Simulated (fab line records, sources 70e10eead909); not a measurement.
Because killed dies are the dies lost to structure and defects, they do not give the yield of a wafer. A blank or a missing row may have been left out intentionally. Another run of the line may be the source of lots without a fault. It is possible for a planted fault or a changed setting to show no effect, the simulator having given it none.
Which tool did it? / flow nand harc / 6 lots with 18 wafers sampled at 5 steps, on a route of 1159 steps

## WHAT THE GAUGES READ, wafer by wafer
NHARC_END_SORT_01.
lot=L889; measured=day 23 18:03; on=prober-01; killed at array=30 32 34

## WHICH TOOL RAN EACH LOT (tool, then ch and the chambers of the sampled wafers, then the start)
lot=L879; NHARC_A_STAIRCASE_ETCH_25=rie diel-04 ch 2,3, day 11 20:31 or earlier; NHARC_A_STAIRCASE_TRIM_189=rie diel-11 ch 0,3, day 11 20:31 or earlier; NHARC_A_STAIRCASE_ETCH_190=rie diel-11 ch 1,2, day 11 20:31 or earlier; NHARC_A_STAIRCASE_ETCH_192=rie diel-11 ch 0,2,3, day 11 20:31
lot=L880; NHARC_A_STAIRCASE_ETCH_25=rie diel-11 ch 0,1,2, day 12 08:09 or earlier; NHARC_A_STAIRCASE_TRIM_189=rie diel-11 ch 1,2, day 12 08:09 or earlier; NHARC_A_STAIRCASE_ETCH_190=rie diel-11 ch 0,1,2, day 12 08:09 or earlier; NHARC_A_STAIRCASE_ETCH_192=rie diel-11 ch 0,1, day 12 08:09
lot=L889; NHARC_A_STAIRCASE_ETCH_25=rie diel-09 ch 0,1,2, day 14 20:47 or earlier; NHARC_A_STAIRCASE_TRIM_189=rie diel-09 ch 1,2, day 14 20:47 or earlier; NHARC_A_STAIRCASE_ETCH_190=rie diel-09 ch 0,1, day 14 20:47 or earlier; NHARC_A_STAIRCASE_ETCH_192=rie diel-09 ch 0,1, day 14 20:47
lot=L893; NHARC_A_STAIRCASE_ETCH_25=rie diel-09 ch 0,1, day 15 12:05 or earlier; NHARC_A_STAIRCASE_TRIM_189=rie diel-11 ch 1,2,3, day 15 12:05 or earlier; NHARC_A_STAIRCASE_ETCH_190=rie diel-11 ch 0,3, day 15 12:05 or earlier; NHARC_A_STAIRCASE_ETCH_192=rie diel-11 ch 0,3, day 15 12:05
lot=L894; NHARC_A_STAIRCASE_ETCH_25=rie diel-11 ch 2,3, day 15 23:42 or earlier; NHARC_A_STAIRCASE_TRIM_189=rie diel-09 ch 2,3, day 15 23:42 or earlier; NHARC_A_STAIRCASE_ETCH_190=rie diel-09 ch 1,3, day 15 23:42 or earlier; NHARC_A_STAIRCASE_ETCH_192=rie diel-09 ch 1,2, day 15 23:42
lot=L898; NHARC_A_STAIRCASE_ETCH_25=rie diel-04 ch 1,2,3, day 16 08:55 or earlier; NHARC_A_STAIRCASE_TRIM_189=rie diel-09 ch 0,1,2, day 16 08:55 or earlier; NHARC_A_STAIRCASE_ETCH_190=rie diel-09 ch 1,2,3, day 16 08:55 or earlier; NHARC_A_STAIRCASE_ETCH_192=rie diel-09 ch 1,2,3, day 16 08:55
- NHARC_A_STAIRCASE_ETCH_25: etches the open film in C4F8/O2, target depth 100 nm, time 40.5 s.
- NHARC_A_STAIRCASE_TRIM_189: chemistry O2, time 211.2 s.
- NHARC_A_STAIRCASE_ETCH_190: etches the open film in C4F8/O2, target depth 100 nm, time 40.5 s.
- NHARC_A_STAIRCASE_ETCH_192: etches the open film in C4F8/O2, target depth 100 nm, time 40.5 s.

## THE ANSWER, worked out from the rows above alone
Rule: usual is defined by the lots themselves. Put in order of their means at a reading, lots are off if they are a third of the lots or fewer, leave a main group of 4 or more, and stand apart from it by a gap of 3 or more times the standard deviation of the main group's means; of several such gaps the widest counts. A main group is skipped when, at the precision printed for the reading in the tables above, its means are all equal. A lot without any number at a reading at which 4 lots or more have one is off too. The other lots that the step has rows for count as sound.
No lot is off on any of the readings shown, so nothing can be concluded from this.

## WHAT THE SIMULATOR HAD INSERTED
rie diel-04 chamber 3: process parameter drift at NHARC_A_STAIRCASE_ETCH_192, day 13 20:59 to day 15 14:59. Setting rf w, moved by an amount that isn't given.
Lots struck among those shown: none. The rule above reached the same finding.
